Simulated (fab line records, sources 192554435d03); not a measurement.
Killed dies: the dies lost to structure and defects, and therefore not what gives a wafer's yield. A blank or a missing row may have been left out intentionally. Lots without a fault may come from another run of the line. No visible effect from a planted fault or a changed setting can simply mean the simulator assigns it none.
Struck lot and sound lot, side by side | flow n5Finfet | 39 out of 1938 route steps
Sound: the wafers L485.2, L485.3, L485.6. The struck wafers were L491.1, L491.2, L491.6. The cause is given at the end.
Order at every step that has rows: each side's tool, ch and its chambers, its first start. Under that, the readings that differ: sound wafers | struck wafers | difference of the means | sigmas: that difference in standard deviations of wafers without a fault.
alike: a reading whose means differ by less than 2 such deviations, as well as words and numbers matching on both sides. not compared: withheld readings; readings where some wafer has no value; bounds like >300 that might hide an equal value; numbers whose values overlap and for which the record gives no deviation.
A row with sigmas, a row that says differs or no value, or rows on one side alone: a step with any of these is where the two part. Numbers that have no deviation but don't overlap get no sigmas and don't part them. Lack of a reading on every wafer of one side parts them only where that side has two or more wafers.

first, 11 steps without rows for these wafers: N5_BEOL_M3_STRIP_65 (strips in N2/H2); N5_BEOL_M3_STRIP_75 (strips in N2/H2); N5_BEOL_M3_STRIP_66 (strips in CF4); N5_BEOL_M3_HM_OPEN_17 (chemistry Cl2/BCl3, target TiN, target depth 20 nm, overetch 6 nm); N5_BEOL_M3_STRIP_19 (strips in O2); N5_BEOL_M3_COAT_67 (time 60 s, resist thk 60 nm); N5_BEOL_M3_COAT_68 (time 60 s, resist thk 12 nm); N5_BEOL_M3_COAT_76 (time 60 s, resist thk 5 nm); N5_BEOL_M3_COAT_22 (resist thk 30 nm); N5_BEOL_M3_EBR_24; N5_BEOL_M3_SOFTBAKE_23 (time 60 s).
N5_BEOL_M3_EXPOSE_25: exposes mask V2, defocus 5 nm.
  sound on euvScanner-01 ch 0, day 7 04:35; struck on euvScanner-01 ch 0, day 8 12:38
reading           | sound          | struck         | difference | sigmas
exposureDoseMJCm2 | 64.5 64.5 64.4 | 58.8 58.7 58.7 | -5.7       | -8
  alike: mask
then, 2 steps without rows for these wafers: N5_BEOL_M3_PEB_26 (peb time 60 s); N5_BEOL_M3_DEVELOP_27 (develop time 30 s).
N5_BEOL_M3_CD_MEAS_28: target cd 25.7 nm, target cd y 23.3 nm.
  sound on cdSem-02 ch 0, day 7 04:43; struck on cdSem-03 ch 0, day 8 12:46
reading   | sound             | struck            | difference | sigmas
cdNm (nm) | 25.75 26.04 26.31 | 24.38 23.69 24.07 | -1.99      | -9
then, 22 steps without rows for these wafers: N5_BEOL_M3_DESCUM_33 (chemistry O2, time 7 s); N5_BEOL_M3_ETCH_77 (etches underlayer in N2/H2, target depth 6.5 nm, time 5.2 s); N5_BEOL_M3_ETCH_69 (etches SiARC in CF4, target depth 15.6 nm, time 26 s); N5_BEOL_M3_ALD_98 (deposits SiO2, target thk 2.5 nm, pulse time 1 s, co reactant pulse time 1 s); N5_BEOL_M3_ETCHBACK_99 (etches SiO2 in CHF3, target depth 5 nm, time 10.4 s); N5_BEOL_M3_ETCH_70 (etches SOC in N2/H2, target depth 80 nm, overetch 16 nm, time 120 s); N5_BEOL_M3_STRIP_71 (strips in N2/H2); N5_BEOL_M3_STRIP_78 (strips in N2/H2); N5_BEOL_M3_VIA_ETCH_34 (etches the open film in C4F6/O2, target depth 69.4 nm, time 65.9 s); N5_BEOL_M3_STRIP_83 (strips in C4F6/O2); N5_BEOL_M3_STRIP_36 (strips in N2/H2); N5_BEOL_M3_TRENCH_ETCH_37 (etches SiOC in C4F6/O2, target depth 55.555 nm, time 29.2 s); N5_BEOL_M3_ETCH_41 (etches SiCN in CH3F/O2, target depth 29.9 nm, time 52.5 s); N5_BEOL_M3_STRIP_97 (strips in N2/H2, time 10 s); N5_BEOL_M3_HM_STRIP_39 (strips TiN in peroxide tin strip, target depth 25 nm, time 158 s); N5_BEOL_M3_SRD_40 (time 30 s); N5_BEOL_M3_PRECLEAN_42 (cleans in residue remover, time 60 s); N5_BEOL_M3_SRD_43 (time 30 s); N5_BEOL_M3_DEGAS_44 (time 60 s); N5_BEOL_M3_PRE_CLEAN_45 (time 30 s); N5_BEOL_M3_ALD_84 (deposits TaN, pulse time 2 s, purge time 3 s, co reactant purge time 2 s); N5_BEOL_M3_SURFACE_TREAT_85.
N5_BEOL_M4_RC_MEAS_101:
  sound on prober-01 ch 0, day 7 23:43; struck on prober-01 ch 0, day 9 11:52
reading                      | sound       | struck      | difference | sigmas
CHAIN_V2 (ohm/link)          | 226 230 227 | 261 273 272 | +41        | +5
CHAIN_V2_max_site (ohm/link) | 235 237 240 | 275 293 287 | +48        | +6
  alike: DIBL_N, DIBL_P, IOFF_N, IOFF_P, ION_N, ION_P, SS_N, SS_P, VT_N, VT_P
-- here the record skips 4 days between the struck wafers' starts before and after, leaving off in module BEOL_M4 and picking up in module PASSIVATION (first step shown: number 1936 of the route) --
N5_PASSIVATION_PROBE_49:
  only the struck wafers here have rows in the record (prober-01, day 13 23:05); the sound ones have none

## WHERE THEY PART
First at N5_BEOL_M3_EXPOSE_25; last, within this record, at N5_PASSIVATION_PROBE_49.

WHY: the cause the simulator had injected
Process parameter drift: euvScanner-01, from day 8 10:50 on, at N5_BEOL_M3_EXPOSE_25. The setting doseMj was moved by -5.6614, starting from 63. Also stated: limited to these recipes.
